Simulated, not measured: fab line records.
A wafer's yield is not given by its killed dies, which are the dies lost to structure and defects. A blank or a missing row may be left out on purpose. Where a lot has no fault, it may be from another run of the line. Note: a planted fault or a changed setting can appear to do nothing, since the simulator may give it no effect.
Matching of chambers -- flow n5-finfet -- 4 sister chambers for N5_FIN_SAQP_ETCH_52 on rie-diel-06
The step etches SOC in N2/H2, target depth 100 nm, overetch 20 nm, time 150 s. 8 wafers are shown with their chamber, then 12 later ones without.

== WAFERS, EACH WITH ITS CHAMBER ==
wafer,chamber,drypump-motor-current-A (A),throttle-valve-pct (%)
L081.5,3,5.4,17.58
L085.5,0,5.7,17.82
L086.1,0,5.8,17.82
L086.2,3,5.4,17.61
L086.6,2,6.8,18.06
L087.3,1,5.8,18.05
L087.5,1,5.8,18.06
L087.6,2,6.9,18.08

== WAFERS WHOSE CHAMBER IS MISSING ==
wafer,drypump-motor-current-A (A),throttle-valve-pct (%)
L092.1,5.8,17.83
L092.2,5.8,18.09
L092.3,6.9,18.08
L092.4,5.4,17.64
L092.5,5.8,17.84
L092.6,5.8,18.09
L096.1,5.8,17.85
L096.2,5.8,18.11
L096.3,6.9,18.11
L096.4,5.4,17.64
L096.5,5.7,17.85
L096.6,6.9,18.10

== EACH ONE'S CHAMBER ==
wafer,from the rows above,in truth
L092.1,0,0
L092.2,1,1
L092.3,2,2
L092.4,3,3
L092.5,0,0
L092.6,1,1
L096.1,0,0
L096.2,1,1
L096.3,2,2
L096.4,3,3
L096.5,0,0
L096.6,2,2
Correctly placed: 12 of 12. Not placeable from these rows: 0. Wrongly placed: 0.
How it was worked out, from the rows above alone: a wafer's distance from a chamber is the root of the sum, over the readings, of the square of ((its reading less the chamber's mean) divided by the reading's scatter). If the next closest chamber is less than 2 further off than the closest, the wafer can't be placed; otherwise it belongs to the closest. The mean given for a chamber averages the wafers shown for that chamber. The scatter: take each reading less its chamber's mean, square it, sum over the shown wafers, divide by the number of wafers less the number of chambers, and take the root.
